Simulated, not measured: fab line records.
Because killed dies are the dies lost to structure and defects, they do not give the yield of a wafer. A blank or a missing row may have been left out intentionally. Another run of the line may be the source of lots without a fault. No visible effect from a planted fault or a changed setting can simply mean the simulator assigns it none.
Matching of chambers    flow nandHarc    rieDiel-05 running NHARC_A_ZERO_WELL_DESCUM_12: 4 sister chambers
The step chemistry O2, time 3 s. 45 wafers are shown with their chamber, then 12 later ones without.

WAFERS WITH THEIR CHAMBER
wafer   chamber  showerheadPlenumPTorr (Torr)  drypumpMotorCurrentA (A)  rfVppV (V)
L075.1  0        1.95                          5.0                       58.8
L075.4  1        1.88                          6.1                       58.2
L075.5  1        1.88                          6.1                       56.5
L077.4  1        1.88                          6.2                       57.9
L077.5  3        2.06                          6.2                       58.6
L077.6  0        1.95                          5.0                       58.2
L078.1  2        1.82                          5.2                       58.5
L078.3  0        1.95                          5.0                       59.2
L078.6  1        1.88                          6.1                       56.4
L079.3  0        1.95                          4.9                       58.6
L079.5  0        1.95                          5.0                       58.2
L079.6  3        2.06                          6.2                       58.0
L080.1  1        1.88                          6.1                       57.2
L080.2  0        1.95                          5.0                       58.3
L080.3  2        1.82                          5.2                       57.8
L081.2  3        2.06                          6.2                       59.1
L081.4  1        1.88                          6.1                       58.2
L081.5  0        1.95                          5.0                       58.2
L082.2  3        2.06                          6.2                       59.0
L082.5  3        2.06                          6.2                       58.3
L082.6  0        1.95                          5.0                       57.7
L083.1  3        2.06                          6.2                       58.1
L083.2  2        1.82                          5.3                       56.3
L083.5  1        1.88                          6.1                       57.8
L085.1  1        1.88                          6.1                       56.9
L085.2  3        2.06                          6.2                       57.4
L085.3  2        1.82                          5.3                       56.3
L084.3  2        1.82                          5.3                       58.8
L084.4  3        2.06                          6.2                       57.3
L084.5  2        1.82                          5.3                       55.7
L086.1  3        2.06                          6.2                       57.4
L086.3  1        1.88                          6.1                       57.2
L086.4  0        1.95                          5.0                       58.7
L088.1  3        2.06                          6.2                       58.9
L088.4  1        1.88                          6.2                       58.5
L088.5  2        1.82                          5.3                       59.0
L089.2  1        1.87                          6.1                       56.9
L089.4  2        1.82                          5.3                       57.3
L089.5  1        1.88                          6.1                       58.0
L090.4  3        2.06                          6.2                       59.3
L090.5  2        1.82                          5.2                       56.8
L090.6  3        2.06                          6.2                       58.8
L092.1  3        2.06                          6.2                       58.2
L092.2  0        1.95                          5.0                       58.0
L092.3  1        1.88                          6.1                       57.0

SIGNATURES, as means of the wafers listed above
reading                chamber 0  chamber 1  chamber 2  chamber 3  scatter within a chamber
showerheadPlenumPTorr  1.9500     1.8792     1.8200     2.0600     0.0015
drypumpMotorCurrentA   4.990      6.115      5.267      6.200      0.0335
rfVppV                 58.390     57.438     57.389     58.338     0.775
Rule: for a wafer and a chamber, the distance is found by dividing, reading by reading, the gap between the wafer's reading and the chamber's mean by the reading's scatter, squaring, summing and taking the root. If the next closest chamber is less than 2 further off than the closest, the wafer can't be placed; otherwise it belongs to the closest. How the scatter is found: for the shown wafers, subtract from each reading the mean of its chamber, square and add these, divide the total by (wafers less chambers), then take the root.

WAFERS MISSING THEIR CHAMBER
wafer   showerheadPlenumPTorr (Torr)  drypumpMotorCurrentA (A)  rfVppV (V)
L093.3  1.82                          5.2                       57.1
L093.4  2.06                          6.2                       56.7
L093.6  1.95                          5.0                       58.9
L094.2  2.06                          6.2                       59.8
L094.5  2.06                          6.2                       59.9
L094.6  1.82                          5.3                       57.7
L096.1  1.82                          5.3                       57.3
L096.3  1.95                          5.0                       59.8
L096.4  1.87                          6.1                       57.8
L097.2  1.87                          6.1                       57.7
L097.4  1.82                          5.2                       58.0
L097.6  1.88                          6.2                       57.7

CHAMBER TAKEN BY EACH
wafer   from the rows above  in truth
L093.3  2                    2
L093.4  3                    3
L093.6  0                    0
L094.2  3                    3
L094.5  3                    3
L094.6  2                    2
L096.1  2                    2
L096.3  0                    0
L096.4  1                    1
L097.2  1                    1
L097.4  2                    2
L097.6  1                    1
12 of 12 placed correctly. Left unplaced by these rows: 0. Wrongly placed: 0.
